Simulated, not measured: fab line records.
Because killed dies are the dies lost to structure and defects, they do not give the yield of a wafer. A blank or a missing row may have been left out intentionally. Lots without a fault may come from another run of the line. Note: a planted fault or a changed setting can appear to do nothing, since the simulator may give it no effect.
fab line records ; flow n5_finfet
[record] lots = 11; wafers = 30; last_day = 18
route steps=1938 shown BEOL_M3@997 BEOL_M4@1111 PASSIVATION@1936
lots with no fault: from the same line, run without faults
start_h: hours from the record's opening day to when the first of the lot's shown wafers began ; wait_h: time in hours since the lot's previous step ; " as in the row above ; L1.1+2: one row covering several wafers at once ; - either no value or no given start ; * or withheld: withheld ; < > ~ a bound
route shown NAME@n: names a module that has steps shown in the file, with the first one's number in the route ; usual: mean/standard deviation taken from wafers without a fault ; same: alike in all rows ; chamber/n: place in a boat ; sites: each site's reading ; _std_site: how widely they spread, as a standard deviation ; _edge_site: the outer-site mean with the inner-site mean subtracted ; radius_mm: how far each site lies from the wafer's centre ; mask NAME#n: copy n ; behind: the last tool/chamber to shape the wafer ; hold: why the lot went on hold/how many hours it stayed there/how the hold came to an end ; device: whichever transistor did not switch (one of n, p or np) ; end of line: the tests these same wafers got at the end of their route ; a step without rows: its recipe alone ; killed: dies lost to structure and defects at the first sort, not the wafer's yield ; map: the dies of a wafer, with x for killed, . for not killed, _ for no die there
set.NAME: the setting as run; set.NAME@STEP: as run at that earlier step ; model.NAME: the simulator's own value behind a step, which no gauge read
route steps across a sampled set of lots; one table per step, one row per wafer
services: the hour from which a tool's chamber was out of use, counted from the record's first day as start_h (under 0 if before that day), plus the number of hours and why
[[steps]]
[step N5_BEOL_M3_ANNEAL_80]
[recipe] temp_c = 400; time_s = 240; ambient = vacuum
[usual] heater_power_w = 928/63; susceptor_temp_C = 400.01/0.22
[same] time_s = 240
lot.wafer;tool;chamber;start_h;wait_h;heater_power_w;susceptor_temp_C
L875.2;pvd_sputter-03;-;163.21;0.0;834;400.10
L875.5;pvd_sputter-03;-;163.21;0.0;941;400.01
L878.1;pvd_sputter-03;-;183.52;0.0;983;399.81
L878.6;pvd_sputter-03;-;183.52;0.0;861;399.93
L880.1;pvd_sputter-01;-;186.80;0.0;868;400.07
L880.3;pvd_sputter-01;-;186.80;0.0;998;399.68
L883.1;pvd_sputter-01;-;212.70;0.0;1023;399.94
L883.5;pvd_sputter-01;-;212.70;0.0;1005;399.59
L883.6;pvd_sputter-01;-;212.70;0.0;1014;399.85
L885.1;pvd_sputter-02;-;226.74;0.0;842;400.17
L885.2;pvd_sputter-02;-;226.74;0.0;837;400.14
L885.3;pvd_sputter-02;-;226.74;0.0;882;399.95
L889.1;pvd_sputter-01;-;231.73;0.0;1019;400.28
L889.2;pvd_sputter-01;-;231.73;0.0;1000;400.06
L889.5;pvd_sputter-01;-;231.73;0.0;921;400.11
L887.1;pvd_sputter-03;-;231.89;0.0;839;400.37
L887.3;pvd_sputter-03;-;231.89;0.0;956;400.07
L887.5;pvd_sputter-03;-;231.89;0.0;977;400.09
L895.1;pvd_sputter-01;-;279.60;0.0;908;400.22
L895.2;pvd_sputter-01;-;279.60;0.0;937;400.18
L895.5;pvd_sputter-01;-;279.60;0.0;1028;400.03
L894.3;pvd_sputter-01;-;283.22;0.0;1037;400.42
L894.4;pvd_sputter-01;-;283.22;0.0;989;399.91
L894.5;pvd_sputter-01;-;283.22;0.0;993;399.78
L896.1;pvd_sputter-01;-;289.52;0.0;864;399.44
L896.2;pvd_sputter-01;-;289.52;0.0;1020;399.93
L896.5;pvd_sputter-01;-;289.52;0.0;904;399.58
L898.1;pvd_sputter-03;-;294.00;0.0;824;400.04
L898.3;pvd_sputter-03;-;294.00;0.0;1000;399.63
L898.5;pvd_sputter-03;-;294.00;0.0;882;399.72
[step N5_BEOL_M3_ANNEAL_91]
[recipe] temp_c = 400; time_s = 240; ambient = vacuum
[usual] heater_power_w = 927/66; susceptor_temp_C = 400.03/0.2
[same] time_s = 240
lot.wafer;tool;chamber;start_h;wait_h;heater_power_w;susceptor_temp_C
L875.2;pvd_sputter-03;-;164.09;0.0;820;399.94
L875.5;pvd_sputter-03;-;164.09;0.0;950;400.23
L878.1;pvd_sputter-03;-;184.40;0.0;969;400.17
L878.6;pvd_sputter-03;-;184.40;0.0;869;400.29
L880.1;pvd_sputter-01;-;187.68;0.0;865;400.06
L880.3;pvd_sputter-01;-;187.68;0.0;988;399.54
L883.1;pvd_sputter-01;-;213.58;0.0;1033;400.24
L883.5;pvd_sputter-01;-;213.58;0.0;991;400.25
L883.6;pvd_sputter-01;-;213.58;0.0;1038;400.18
L885.1;pvd_sputter-02;-;227.62;0.0;805;399.91
L885.2;pvd_sputter-02;-;227.62;0.0;852;400.05
L885.3;pvd_sputter-02;-;227.62;0.0;858;399.96
L889.1;pvd_sputter-01;-;232.61;0.0;1025;399.95
L889.2;pvd_sputter-01;-;232.61;0.0;987;399.92
L889.5;pvd_sputter-01;-;232.61;0.0;916;399.84
L887.1;pvd_sputter-03;-;232.77;0.0;814;400.03
L887.3;pvd_sputter-03;-;232.77;0.0;942;400.41
L887.5;pvd_sputter-03;-;232.77;0.0;988;400.29
L895.1;pvd_sputter-01;-;280.48;0.0;881;400.17
L895.2;pvd_sputter-01;-;280.48;0.0;938;400.08
L895.5;pvd_sputter-01;-;280.48;0.0;1033;399.81
L894.3;pvd_sputter-01;-;284.10;0.0;1022;399.90
L894.4;pvd_sputter-01;-;284.10;0.0;991;399.91
L894.5;pvd_sputter-01;-;284.10;0.0;1014;400.02
L896.1;pvd_sputter-01;-;290.40;0.0;875;400.19
L896.2;pvd_sputter-01;-;290.40;0.0;994;399.94
L896.5;pvd_sputter-01;-;290.40;0.0;863;400.30
L898.1;pvd_sputter-03;-;294.88;0.0;844;399.94
L898.3;pvd_sputter-03;-;294.88;0.0;990;400.25
L898.5;pvd_sputter-03;-;294.88;0.0;889;400.22
[step N5_BEOL_M3_ANNEAL_93]
[recipe] temp_c = 400; time_s = 240; ambient = vacuum
[usual] heater_power_w = 927/67; susceptor_temp_C = 399.99/0.22; time_s = 240/0
lot.wafer;tool;chamber;start_h;wait_h;heater_power_w;susceptor_temp_C;time_s
L875.2;pvd_sputter-03;-;164.31;0.0;812;400.11;240
L875.5;pvd_sputter-03;-;164.31;0.0;907;399.87;240
L878.1;pvd_sputter-03;-;184.62;0.0;972;399.87;240
L878.6;pvd_sputter-03;-;184.62;0.0;889;400.23;240
L880.1;pvd_sputter-01;-;187.90;0.0;871;400.21;240
L880.3;pvd_sputter-01;-;187.90;0.0;983;399.99;240
L883.1;pvd_sputter-01;-;213.80;0.0;1001;399.72;240
L883.5;pvd_sputter-01;-;213.80;0.0;1001;400.01;240
L883.6;pvd_sputter-01;-;213.80;0.0;1015;399.80;240
L885.1;pvd_sputter-02;-;227.84;0.0;-;-;-
L885.2;pvd_sputter-02;-;227.84;0.0;-;-;-
L885.3;pvd_sputter-02;-;227.84;0.0;-;-;-
L889.1;pvd_sputter-01;-;232.83;0.0;-;-;-
L889.2;pvd_sputter-01;-;232.83;0.0;-;-;-
L889.5;pvd_sputter-01;-;232.83;0.0;-;-;-
L887.1;pvd_sputter-03;-;232.99;0.0;-;-;-
L887.3;pvd_sputter-03;-;232.99;0.0;-;-;-
L887.5;pvd_sputter-03;-;232.99;0.0;-;-;-
L895.1;pvd_sputter-01;-;280.70;0.0;893;399.89;240
L895.2;pvd_sputter-01;-;280.70;0.0;941;399.77;240
L895.5;pvd_sputter-01;-;280.70;0.0;1002;399.64;240
L894.3;pvd_sputter-01;-;284.32;0.0;1015;400.35;240
L894.4;pvd_sputter-01;-;284.32;0.0;992;400.01;240
L894.5;pvd_sputter-01;-;284.32;0.0;995;399.96;240
L896.1;pvd_sputter-01;-;290.62;0.0;863;400.14;240
L896.2;pvd_sputter-01;-;290.62;0.0;1017;400.13;240
L896.5;pvd_sputter-01;-;290.62;0.0;876;400.16;240
L898.1;pvd_sputter-03;-;295.10;0.0;823;400.18;240
L898.3;pvd_sputter-03;-;295.10;0.0;1010;399.97;240
L898.5;pvd_sputter-03;-;295.10;0.0;895;399.93;240
[step N5_BEOL_M3_CMP_52]
[recipe] stop_on = SiOC; t_overpolish_s = 6.8; down_force_psi = 1; platen_rpm = 50; clearing_platen_down_force_psi = 1.5; clearing_platen_rpm = 50; post_cmp_clean = cu_alkaline; target_thk_nm = 40; clearing_platen_pad_velocity_m_s = 0.99484; pad_velocity_m_s = 0.99484
[usual] barrier_field_endpoint_s = 24.7/0.86; clearing_platen_rpm = 50.000/0.027; motor_current_A = 6.2/0.63; overpolish_run_s = 6.800/0.0095; time_to_endpoint_s = 62/5
lot.wafer;tool;chamber;start_h;wait_h;barrier_field_endpoint_s;clearing_platen_rpm;motor_current_A;overpolish_run_s;time_to_endpoint_s
L875.2;cmp-03;0;165.33;0.3;24.1;50.008;5.5;6.792;60
L875.5;cmp-03;1;165.33;0.3;24.6;50.023;7.6;6.809;61
L878.1;cmp-03;3;185.56;0.3;24.1;49.960;6.0;6.793;61
L878.6;cmp-03;3;185.56;0.3;24.5;49.949;5.8;6.787;60
L880.1;cmp-02;0;188.77;0.3;23.8;50.005;7.0;6.795;58
L880.3;cmp-02;2;188.77;0.3;25.0;49.974;6.0;6.808;65
L883.1;cmp-02;2;214.76;0.4;26.8;50.032;5.7;6.801;72
L883.6;cmp-02;3;214.76;0.4;25.8;49.996;5.5;6.793;67
L883.5;cmp-02;0;214.76;0.4;24.4;50.001;6.9;6.799;63
L885.3;cmp-02;3;228.69;0.2;24.9;49.955;5.6;6.803;68
L885.2;cmp-02;1;228.69;0.2;23.8;50.041;6.3;6.799;58
L885.1;cmp-02;2;228.69;0.2;25.2;49.999;6.2;6.807;76
L889.2;cmp-03;1;233.78;0.2;24.9;49.979;7.2;6.780;60
L889.1;cmp-03;3;233.78;0.2;24.4;49.991;5.9;6.808;59
L889.5;cmp-03;2;233.78;0.2;25.2;49.962;6.0;6.793;63
L887.1;cmp-02;2;233.94;0.3;25.9;49.952;5.9;6.799;69
L887.3;cmp-02;3;233.94;0.3;24.9;50.035;5.3;6.793;64
L887.5;cmp-02;2;233.94;0.3;25.6;50.012;6.1;6.815;70
L895.1;cmp-02;3;281.63;0.3;25.0;50.004;5.7;6.805;66
L895.2;cmp-02;0;281.63;0.3;24.5;49.972;6.6;6.813;60
L895.5;cmp-02;1;281.63;0.3;23.5;50.002;6.3;6.800;58
L894.4;cmp-02;1;285.18;0.1;23.5;49.997;6.3;6.815;56
L894.3;cmp-02;3;285.18;0.1;24.6;50.007;5.5;6.803;63
L894.5;cmp-02;1;285.18;0.1;23.5;49.990;6.2;6.808;58
L896.2;cmp-03;3;291.48;0.2;24.0;50.008;5.7;6.790;59
L896.1;cmp-03;0;291.48;0.2;23.9;49.966;5.7;6.810;59
L896.5;cmp-03;3;291.48;0.2;24.5;49.988;5.6;6.799;62
L898.1;cmp-02;1;295.95;0.3;23.8;50.079;6.5;6.787;58
L898.3;cmp-02;0;295.95;0.3;24.7;49.996;7.2;6.801;61
L898.5;cmp-02;1;295.95;0.3;24.0;50.049;6.4;6.803;58
[step N5_BEOL_M4_RC_MEAS_101]
[usual] DIBL_N = 35.3/2.5; DIBL_P = 35/3.3; IOFF_N = 0.15/0.049; IOFF_P = 0.20/0.056; ION_N = 673/16; ION_P = 462/10; SS_N = 71.2/0.85; SS_P = 73.0/0.97; VT_N = 252/4.9; VT_P = -251/5
lot.wafer;tool;chamber;start_h;wait_h;DIBL_N[mV/V];DIBL_P[mV/V];IOFF_N[nA/um];IOFF_P[nA/um];ION_N[uA/um];ION_P[uA/um];SS_N[mV/dec];SS_P[mV/dec];VT_N[mV];VT_P[mV]
L875.2;prober-02;0;180.63;0.2;34.2;33;0.13;0.19;673;461;70.8;72.6;251;-249
L875.5;prober-02;0;180.63;0.2;31.6;31;0.10;0.15;662;464;70.7;71.8;255;-252
L878.1;prober-01;0;197.92;0.0;38.6;41;0.24;0.30;708;481;72.3;75.0;242;-244
L878.6;prober-01;0;197.92;0.0;39.0;41;0.24;0.32;709;490;73.0;75.2;245;-243
L880.1;prober-02;0;198.92;0.0;35.2;35;0.13;0.17;662;449;71.6;72.9;250;-253
L880.3;prober-02;0;198.92;0.0;32.3;32;0.09;0.13;655;454;70.1;73.1;256;-257
L883.1;prober-02;0;224.50;0.0;37.4;38;0.20;0.24;700;471;71.4;73.1;245;-251
L883.5;prober-02;0;224.50;0.0;37.0;37;0.17;0.22;692;468;72.1;74.1;248;-250
L883.6;prober-02;0;224.50;0.0;36.5;35;0.15;0.18;665;453;71.7;73.1;250;-254
L885.1;prober-01;0;242.09;0.0;37.1;37;0.17;0.22;673;456;71.7;72.7;245;-248
L885.2;prober-01;0;242.09;0.0;39.3;39;0.20;0.26;671;452;72.3;74.0;247;-244
L885.3;prober-01;0;242.09;0.0;36.3;36;0.16;0.23;684;466;71.8;73.4;245;-248
L889.1;prober-01;0;245.10;0.0;30.9;30;0.10;0.16;663;456;70.4;71.9;257;-247
L889.2;prober-01;0;245.10;0.0;30.3;31;0.09;0.19;652;472;69.6;71.8;254;-246
L889.5;prober-01;0;245.10;0.0;31.9;32;0.10;0.19;657;464;70.5;71.8;255;-245
L887.1;prober-02;0;245.24;0.0;32.9;32;0.09;0.14;649;452;71.6;72.4;257;-256
L887.3;prober-02;0;245.24;0.0;35.1;34;0.12;0.16;669;460;71.0;73.0;257;-256
L887.5;prober-02;0;245.24;0.0;36.9;37;0.15;0.19;671;461;71.4;73.3;255;-251
L895.1;prober-02;0;292.19;0.0;33.8;33;0.11;0.15;667;458;70.2;71.5;254;-256
L895.2;prober-02;0;292.19;0.0;34.3;34;0.11;0.15;678;467;70.8;71.8;258;-253
L895.5;prober-02;0;292.19;0.0;33.3;32;0.11;0.14;684;468;69.6;71.5;256;-257
L894.3;prober-01;0;297.24;0.3;32.7;32;0.11;0.16;684;473;70.2;73.0;255;-254
L894.4;prober-01;0;297.24;0.3;33.0;33;0.11;0.18;658;462;70.7;73.1;253;-250
L894.5;prober-01;0;297.24;0.3;33.1;32;0.10;0.16;666;462;70.4;72.7;260;-253
L896.1;prober-02;0;312.37;0.0;31.1;28;0.07;0.10;644;447;69.2;71.7;262;-261
L896.2;prober-02;0;312.37;0.0;34.4;30;0.10;0.12;640;434;70.3;71.8;260;-260
L896.5;prober-02;0;312.37;0.0;34.5;32;0.11;0.13;672;461;70.5;72.5;254;-258
L898.1;prober-02;0;318.45;0.0;32.9;31;0.09;0.13;648;451;71.3;72.7;257;-261
L898.3;prober-02;0;318.45;0.0;37.2;36;0.14;0.18;654;448;71.5;73.9;253;-254
L898.5;prober-02;0;318.45;0.0;37.3;35;0.14;0.17;656;445;72.3;73.9;256;-256
[step N5_PASSIVATION_PROBE_49]
[usual] defect_limited_yield = 91.3/1.4; killed_at_M0_to_M3 = 33/9.9; killed_at_M4_up = 15/5.6; killed_at_contacts = 13/5.7; killed_at_front_end = 38/12; killed_at_other = 4/3.1; killed_dies = 103/17; killed_open = 66/13; killed_short = 32/7.8; sort_bin_5_function = 5.1/0.95; sort_bin_6_memory = 3.2/0.68; sort_bin_8_speed = 0.02/0.22; sort_n_pass = 1077/17; sort_yield_pct = 91.3/1.5
[same] gross_dies = 1180; killed_at_back_side = 0; sort_bin_4_leakage[%] = 0
lot.wafer;tool;chamber;start_h;wait_h;defect_limited_yield[%];killed_at_M0_to_M3;killed_at_M4_up;killed_at_contacts;killed_at_front_end;killed_at_other;killed_dies;killed_open;killed_short;sort_bin_5_function[%];sort_bin_6_memory[%];sort_bin_8_speed[%];sort_n_pass;sort_yield_pct[%]
L875.2;prober-02;-;288.28;0.1;91.0;22;18;19;44;3;106;78;28;5.5;3.4;0;1074;91.0
L875.5;prober-02;-;288.43;0.2;92.7;25;13;10;38;0;86;54;23;4.6;1.9;0;1094;92.7
L880.1;prober-01;-;298.65;0.0;91.0;33;20;12;39;2;106;70;33;5.0;3.6;0;1074;91.0
L880.3;prober-01;-;298.75;0.1;92.8;21;17;12;31;4;85;50;31;3.6;3.2;0;1095;92.8
L878.1;prober-01;-;302.87;0.0;92.6;23;21;10;28;5;87;51;32;5.0;1.9;0;1093;92.6
L878.6;prober-01;-;303.12;0.3;90.2;32;32;9;38;5;116;71;42;5.8;3.6;0;1064;90.2
L883.1;prober-01;-;335.18;0.0;93.1;26;15;11;27;2;81;51;25;3.9;2.5;0;1099;93.1
L883.5;prober-01;-;335.38;0.2;91.1;38;17;13;20;17;105;70;33;5.4;3.5;0;1075;91.1
L883.6;prober-01;-;335.43;0.3;92.7;27;13;8;31;7;86;49;28;3.8;2.6;0;1094;92.7
L889.1;prober-01;-;350.34;0.0;89.2;49;18;14;41;6;128;86;40;6.1;4.4;0;1052;89.2
L889.2;prober-01;-;350.39;0.1;92.0;43;5;17;29;0;94;63;23;4.1;3.1;0;1086;92.0
L889.5;prober-01;-;350.54;0.2;92.5;40;10;11;23;4;88;58;28;4.7;2.5;0;1092;92.5
L885.1;prober-02;-;354.93;0.0;90.3;38;10;16;47;4;115;86;29;6.0;3.6;0;1065;90.3
L885.2;prober-02;-;354.98;0.1;92.3;28;10;20;30;3;91;61;23;4.6;2.8;0;1089;92.3
L885.3;prober-02;-;355.03;0.1;91.6;29;10;9;51;0;99;71;27;5.3;2.8;0;1081;91.6
L887.1;prober-01;-;356.39;0.0;89.0;41;15;19;50;5;130;71;48;7.2;3.4;0;1050;89.0
L887.3;prober-01;-;356.49;0.1;90.9;37;8;18;38;6;107;61;46;5.1;3.3;0;1073;90.9
L887.5;prober-01;-;356.59;0.2;93.1;29;7;16;23;7;82;59;18;3.7;3.1;0;1098;93.1
L895.1;prober-02;-;399.95;0.0;92.8;14;11;5;50;5;85;42;31;3.6;2.9;0;1095;92.8
L895.2;prober-02;-;400.00;0.1;90.4;37;18;16;38;4;113;62;46;5.4;3.9;0;1067;90.4
L895.5;prober-02;-;400.15;0.2;91.9;25;13;18;33;6;95;61;30;4.7;3.0;0;1085;91.9
L894.3;prober-01;-;408.24;0.1;90.8;27;15;10;55;2;109;71;30;4.8;3.9;0;1071;90.8
L894.4;prober-01;-;408.29;0.2;88.1;40;22;7;67;5;141;93;42;7.0;4.3;0;1039;88.1
L894.5;prober-01;-;408.34;0.2;91.1;28;19;4;49;5;105;67;35;5.9;2.9;0;1075;91.1
L896.1;prober-01;-;419.00;0.0;89.9;38;18;14;41;8;119;85;32;5.7;4.2;0.08;1060;89.8
L896.2;prober-01;-;419.05;0.1;92.4;19;8;8;46;9;90;57;27;4.7;2.8;2.63;1059;89.7
L896.5;prober-01;-;419.20;0.2;93.6;19;8;8;34;6;75;56;18;3.4;2.9;0;1105;93.6
L898.1;prober-02;-;432.52;0.0;93.1;15;18;10;38;0;81;52;22;4.7;1.9;0;1099;93.1
L898.3;prober-02;-;432.62;0.1;91.5;38;15;7;37;3;100;61;34;5.3;2.9;0;1080;91.5
L898.5;prober-02;-;432.72;0.2;90.1;26;17;18;53;3;117;67;44;6.0;3.7;0;1063;90.1
// killed by level:class
L875.2 FIN_SAQP:geometric_particle:open=15 MOL_CONTACT_COAG:geometric_particle:open=14 BEOL_M4:geometric_particle:open=10 FIN_SAQP:geometric_particle:short=8 BEOL_M0_SAQP:geometric_particle:open=8 BEOL_M5:geometric_particle:open=6 STI_FIN_REVEAL:geometric_particle:open=5 GATE_CUT:geometric_particle:short=5
L875.5 BEOL_M0_SAQP:geometric_particle:open=8 STI_FIN_REVEAL:geometric_particle:open=8 MOL_CONTACT_COAG:geometric_particle:open=8 HKMG_FIN:area_etch=7 FIN_SAQP:geometric_particle:open=5 ILD0:geometric_particle:short=4 BEOL_M0_SAQP:geometric_particle:short=4 BEOL_M0:geometric_particle:open=4
L880.1 STI_FIN_REVEAL:geometric_particle:open=12 MOL_CONTACT_COAG:geometric_particle:open=11 BEOL_M0:geometric_particle:open=8 BEOL_M2:geometric_particle:open=7 FIN_SAQP:geometric_particle:open=6 BEOL_M0:geometric_particle:short=5 FIN_SAQP:geometric_particle:short=4 GATE_CUT:geometric_particle:short=4
L880.3 MOL_CONTACT_COAG:geometric_particle:open=9 FIN_SAQP:geometric_particle:open=6 DUMMY_GATE:geometric_particle:open=6 FIN_SAQP:geometric_particle:short=5 STARTING-WAFER:geometric_particle:short=5 GATE_CUT:geometric_particle:short=3 MOL_CONTACT_COAG:geometric_particle:short=3 BEOL_M0_SAQP:geometric_particle:short=3
L878.1 FIN_SAQP:geometric_particle:short=9 MOL_CONTACT_COAG:geometric_particle:open=7 BEOL_M0_SAQP:geometric_particle:short=6 BEOL_M1:geometric_particle:open=6 BEOL_M4:geometric_particle:short=6 BEOL_M4:geometric_particle:open=6 DUMMY_GATE:geometric_particle:open=5 BEOL_M0_SAQP:geometric_particle:open=5
L878.6 BEOL_M4:geometric_particle:open=14 FIN_SAQP:geometric_particle:short=10 FIN_SAQP:geometric_particle:open=9 BEOL_M1:geometric_particle:open=8 BEOL_M4:geometric_particle:short=8 BEOL_M0_SAQP:geometric_particle:open=7 BEOL_M0_SAQP:geometric_particle:short=7 MOL_CONTACT_COAG:geometric_particle:open=6
L883.1 BEOL_M0_SAQP:geometric_particle:open=7 STI_FIN_REVEAL:geometric_particle:open=7 MOL_CONTACT_COAG:geometric_particle:open=7 FIN_SAQP:geometric_particle:open=6 BEOL_M3:geometric_particle:open=6 GATE_CUT:geometric_particle:short=5 BEOL_M2:geometric_particle:open=4 BEOL_M6:geometric_particle:open=4
L883.5 BEOL_M3:geometric_particle:open=14 MOL_CONTACT_COAG:geometric_particle:open=11 BEOL_M4:geometric_particle:open=7 BEOL_M0_SAQP:geometric_particle:open=7 MIM_TOP_ETCH:geometric_particle:short=7 BEOL_M2:geometric_particle:open=7 BEOL_M0_SAQP:geometric_particle:short=6 STI_FIN_REVEAL:geometric_particle:open=5
L883.6 BEOL_M3:geometric_particle:open=7 HKMG_FIN:area_etch=7 MOL_CONTACT_COAG:geometric_particle:open=6 FIN_SAQP:geometric_particle:short=5 STI_FIN_REVEAL:geometric_particle:open=5 BEOL_M1:geometric_particle:open=5 BEOL_M4:geometric_particle:open=5 ILD0:geometric_particle:short=3
L889.1 MOL_CONTACT_COAG:geometric_particle:open=14 BEOL_M0_SAQP:geometric_particle:open=13 BEOL_M0_SAQP:geometric_particle:short=11 FIN_SAQP:geometric_particle:open=9 BEOL_M4:geometric_particle:open=9 FIN_SAQP:geometric_particle:short=8 STI_FIN_REVEAL:geometric_particle:open=7 BEOL_M2:geometric_particle:open=7
L889.2 MOL_CONTACT_COAG:geometric_particle:open=14 BEOL_M0_SAQP:geometric_particle:open=14 BEOL_M0_SAQP:geometric_particle:short=8 BEOL_M3:geometric_particle:open=8 HKMG_FIN:area_etch=8 DUMMY_GATE:geometric_particle:open=5 STI_FIN_REVEAL:geometric_particle:open=4 STARTING-WAFER:geometric_particle:open=4
L889.5 BEOL_M3:geometric_particle:open=13 BEOL_M0_SAQP:geometric_particle:short=9 BEOL_M2:geometric_particle:open=9 MOL_CONTACT_COAG:geometric_particle:open=8 FIN_SAQP:geometric_particle:open=5 STARTING-WAFER:geometric_particle:open=5 BEOL_M4:geometric_particle:short=4 STI_FIN_REVEAL:geometric_particle:open=3
L885.1 STI_FIN_REVEAL:geometric_particle:open=27 MOL_CONTACT_COAG:geometric_particle:open=14 BEOL_M0_SAQP:geometric_particle:short=14 BEOL_M0_SAQP:geometric_particle:open=13 FIN_SAQP:geometric_particle:open=5 STI_FIN_REVEAL:geometric_particle:short=5 BEOL_M1:geometric_particle:open=4 BEOL_M2:geometric_particle:open=4
L885.2 MOL_CONTACT_COAG:geometric_particle:open=15 BEOL_M2:geometric_particle:open=8 FIN_SAQP:geometric_particle:open=7 BEOL_M3:geometric_particle:open=7 STI_FIN_REVEAL:geometric_particle:open=5 MOL_CONTACT_COAG:geometric_particle:short=5 BEOL_M0_SAQP:geometric_particle:open=5 BEOL_M0_SAQP:geometric_particle:short=4
L885.3 STI_FIN_REVEAL:geometric_particle:open=19 FIN_SAQP:geometric_particle:open=8 MOL_CONTACT_COAG:geometric_particle:open=7 BEOL_M0_SAQP:geometric_particle:open=7 BEOL_M1:geometric_particle:open=6 BEOL_M2:geometric_particle:open=6 FIN_SAQP:geometric_particle:short=5 DUMMY_GATE:geometric_particle:open=5
L887.1 FIN_SAQP:geometric_particle:short=16 MOL_CONTACT_COAG:geometric_particle:open=15 BEOL_M0_SAQP:geometric_particle:short=10 FIN_SAQP:geometric_particle:open=9 BEOL_M2:geometric_particle:open=8 BEOL_M4:geometric_particle:open=7 BEOL_M0_SAQP:geometric_particle:open=5 BEOL_M0:geometric_particle:open=5
L887.3 MOL_CONTACT_COAG:geometric_particle:open=11 GATE_CUT:geometric_particle:short=9 FIN_SAQP:geometric_particle:open=8 BEOL_M0_SAQP:geometric_particle:short=8 FIN_SAQP:geometric_particle:short=7 MOL_CONTACT_COAG:geometric_particle:short=7 BEOL_M1:geometric_particle:open=7 BEOL_M0_SAQP:geometric_particle:open=6
L887.5 MOL_CONTACT_COAG:geometric_particle:open=14 BEOL_M0:geometric_particle:open=7 BEOL_M1:geometric_particle:open=7 BEOL_M2:geometric_particle:open=5 FIN_SAQP:geometric_particle:open=4 DUMMY_GATE:geometric_particle:open=4 GATE_CUT:geometric_particle:short=4 PASS1_CAP:geometric_particle:open=3
L895.1 FIN_SAQP:geometric_particle:open=12 FIN_SAQP:geometric_particle:short=10 HKMG_FIN:area_etch=8 BEOL_M3:geometric_particle:open=6 MOL_CONTACT_COAG:geometric_particle:open=4 BEOL_M0_SAQP:geometric_particle:short=4 STARTING-WAFER:geometric_particle:short=4 DUMMY_GATE:geometric_particle:short=3
L895.2 MOL_CONTACT_COAG:geometric_particle:open=13 FIN_SAQP:geometric_particle:short=9 BEOL_M0_SAQP:geometric_particle:short=9 FIN_SAQP:geometric_particle:open=8 BEOL_M3:geometric_particle:open=8 GATE_CUT:geometric_particle:short=6 BEOL_M4:geometric_particle:open=6 BEOL_M0:geometric_particle:open=5
L895.5 MOL_CONTACT_COAG:geometric_particle:open=17 FIN_SAQP:geometric_particle:open=11 BEOL_M3:geometric_particle:open=9 GATE_CUT:geometric_particle:short=6 BEOL_M0_SAQP:geometric_particle:short=6 BEOL_M5:geometric_particle:open=6 FIN_SAQP:geometric_particle:short=5 STARTING-WAFER:geometric_particle:open=3
L894.3 FIN_SAQP:geometric_particle:open=12 BEOL_M1:geometric_particle:open=10 STI_FIN_REVEAL:geometric_particle:open=9 BEOL_M4:geometric_particle:open=8 FIN_SAQP:geometric_particle:short=7 MOL_CONTACT_COAG:geometric_particle:open=7 DUMMY_GATE:geometric_particle:open=6 BEOL_M0_SAQP:geometric_particle:short=6
L894.4 FIN_SAQP:geometric_particle:open=26 BEOL_M0_SAQP:geometric_particle:short=11 BEOL_M5:geometric_particle:open=10 BEOL_M1:geometric_particle:open=8 BEOL_M3:geometric_particle:open=7 BEOL_M4:geometric_particle:open=7 FIN_SAQP:geometric_particle:short=6 STI_FIN_REVEAL:geometric_particle:open=6
L894.5 FIN_SAQP:geometric_particle:open=20 BEOL_M2:geometric_particle:open=10 FIN_SAQP:geometric_particle:short=8 BEOL_M0_SAQP:geometric_particle:short=6 BEOL_M1:geometric_particle:open=6 STI_FIN_REVEAL:geometric_particle:short=5 BEOL_M4:geometric_particle:open=5 MOL_CONTACT_COAG:geometric_particle:open=3
L896.1 STI_FIN_REVEAL:geometric_particle:open=13 BEOL_M3:geometric_particle:open=12 MOL_CONTACT_COAG:geometric_particle:open=10 BEOL_M2:geometric_particle:open=9 BEOL_M3:geometric_particle:short=6 BEOL_M4:geometric_particle:open=6 DUMMY_GATE:geometric_particle:open=5 BEOL_M0_SAQP:geometric_particle:open=5
L896.2 STI_FIN_REVEAL:geometric_particle:open=13 FIN_SAQP:geometric_particle:open=7 MOL_CONTACT_COAG:geometric_particle:open=7 GATE_CUT:geometric_particle:short=4 BEOL_M2:geometric_particle:open=4 FIN_SAQP:geometric_particle:short=3 BEOL_M4:geometric_particle:open=3 ILD0:geometric_particle:short=3
L896.5 STI_FIN_REVEAL:geometric_particle:open=14 MOL_CONTACT_COAG:geometric_particle:open=7 FIN_SAQP:geometric_particle:open=4 DUMMY_GATE:geometric_particle:open=4 BEOL_M0_SAQP:geometric_particle:open=4 BEOL_M1:geometric_particle:open=4 BEOL_M3:geometric_particle:open=3 BEOL_M4:geometric_particle:open=3
L898.1 FIN_SAQP:geometric_particle:open=12 BEOL_M0_SAQP:geometric_particle:open=7 BEOL_M4:geometric_particle:open=7 MOL_CONTACT_COAG:geometric_particle:open=6 BEOL_M5:geometric_particle:open=6 FIN_SAQP:geometric_particle:short=5 STI_FIN_REVEAL:geometric_particle:open=5 DUMMY_GATE:geometric_particle:open=5
L898.3 BEOL_M0_SAQP:geometric_particle:open=12 BEOL_M0_SAQP:geometric_particle:short=9 FIN_SAQP:geometric_particle:short=8 STI_FIN_REVEAL:geometric_particle:open=7 MOL_CONTACT_COAG:geometric_particle:open=7 DUMMY_GATE:geometric_particle:open=6 BEOL_M1:geometric_particle:open=6 FIN_SAQP:geometric_particle:open=5
L898.5 FIN_SAQP:geometric_particle:open=15 FIN_SAQP:geometric_particle:short=11 MOL_CONTACT_COAG:geometric_particle:open=10 STI_FIN_REVEAL:geometric_particle:open=8 BEOL_M0:geometric_particle:open=8 MOL_CONTACT_COAG:geometric_particle:short=7 BEOL_M4:geometric_particle:short=6 STARTING-WAFER:geometric_particle:short=6
[[services]]
tool;chamber;start_h;hours;kind
cmp-03;-;148.19;4.0;pm
pvd_sputter-02;-;157.03;4.8;repair
cmp-03;-;209.40;4.8;pm
pvd_sputter-03;-;216.20;4.0;repair
cmp-02;-;236.62;6.2;pm
cmp-02;-;250.96;0.5;repair
cmp-02;-;257.76;4.0;pm
cmp-02;-;261.76;-;consumable_replace:conditioner
cmp-02;-;261.76;-;consumable_replace:pad
[[key]]
[first_sign] step = N5_BEOL_M3_ANNEAL_93; reading = tool_record; direction = missing
effect none on later readings
met_at N5_BEOL_M3_ANNEAL_93
struck_lots L885,L887,L889
not_acting_at N5_BEOL_M3_ANNEAL_80,N5_BEOL_M3_ANNEAL_91,N5_BEOL_M3_CMP_52
onset_between 213.80 227.84
[fault] kind = skipped_step_whole; tool = pvd_sputter-01,pvd_sputter-02,pvd_sputter-03; chamber = -; onset_h = 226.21; steps = N5_BEOL_M3_ANNEAL_93; scope = struck_lots_only
